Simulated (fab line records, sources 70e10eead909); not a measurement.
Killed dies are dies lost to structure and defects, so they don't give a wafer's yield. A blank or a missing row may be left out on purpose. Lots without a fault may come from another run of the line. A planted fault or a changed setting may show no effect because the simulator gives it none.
Chamber matching | flow nand_harc | NHARC_A_CHANNEL_FILL_D1_ETCHBACK_19 on rie_si-02: 4 sister chambers
The step etches the open film in HBr/Cl2, target depth 5 nm, time 1.7 s. 17 wafers are shown with their chamber, then 8 later ones without.

WAFERS WITH THEIR CHAMBER
wafer  | chamber | drypump_motor_current_A (A) | oes_product_au (a.u.) | throttle_valve_pct (%)
L568.4 | 2       | 5.8                         | 0.985                 | 26.397
L568.5 | 0       | 6.5                         | 1.011                 | 26.413
L568.6 | 1       | 5.0                         | 0.995                 | 26.394
L569.3 | 0       | 6.5                         | 1.009                 | 26.384
L569.4 | 3       | 5.5                         | 1.002                 | 26.407
L569.6 | 3       | 5.5                         | 1.007                 | 26.390
L573.2 | 0       | 6.5                         | 1.013                 | 26.412
L573.4 | 3       | 5.5                         | 1.003                 | 26.404
L573.5 | 2       | 5.9                         | 1.004                 | 26.394
L579.2 | 3       | 5.5                         | 0.997                 | 26.400
L579.5 | 3       | 5.5                         | 0.987                 | 26.404
L579.6 | 2       | 5.9                         | 1.010                 | 26.405
L580.1 | 3       | 5.5                         | 0.998                 | 26.391
L580.2 | 2       | 5.9                         | 0.996                 | 26.413
L580.4 | 0       | 6.5                         | 1.009                 | 26.413
L585.1 | 3       | 5.5                         | 1.002                 | 26.399
L585.2 | 2       | 5.9                         | 1.000                 | 26.414

SIGNATURES (means of the wafers above)
reading                 | chamber 0 | chamber 1 | chamber 2 | chamber 3 | scatter within a chamber
drypump_motor_current_A | 6.500     | 5.000     | 5.880     | 5.500     | 0.0248
oes_product_au          | 1.01050   | 0.99500   | 0.99900   | 0.99943   | 0.00684
throttle_valve_pct      | 26.40550  | 26.39400  | 26.40460  | 26.39929  | 0.00963
Rule: a wafer's distance from a chamber is the root of the sum, over the readings, of the square of ((its reading less the chamber's mean) divided by the reading's scatter). The wafer belongs to the nearest chamber; if the next one is less than 2 further off, it can't be placed. The scatter: the root of (the sum of the squares of (reading less its chamber's mean) over the shown wafers, divided by (wafers less chambers)).

WAFERS WITHOUT THEIR CHAMBER
wafer  | drypump_motor_current_A (A) | oes_product_au (a.u.) | throttle_valve_pct (%)
L586.1 | 5.0                         | 1.002                 | 26.423
L586.5 | 5.9                         | 1.011                 | 26.405
L587.4 | 5.0                         | 1.007                 | 26.384
L587.5 | 6.5                         | 1.002                 | 26.396
L587.6 | 5.0                         | 1.003                 | 26.401
L590.2 | 6.5                         | 1.002                 | 26.399
L590.5 | 5.9                         | 1.005                 | 26.405
L590.6 | 5.0                         | 0.993                 | 26.421

WHICH CHAMBER EACH WENT THROUGH
wafer  | from the rows above | in truth
L586.1 | 1                   | 1
L586.5 | 2                   | 2
L587.4 | 1                   | 1
L587.5 | 0                   | 0
L587.6 | 1                   | 1
L590.2 | 0                   | 0
L590.5 | 2                   | 2
L590.6 | 1                   | 1
Placed correctly: 8 of 8. Can't be placed from these rows: 0. Placed wrongly: 0.
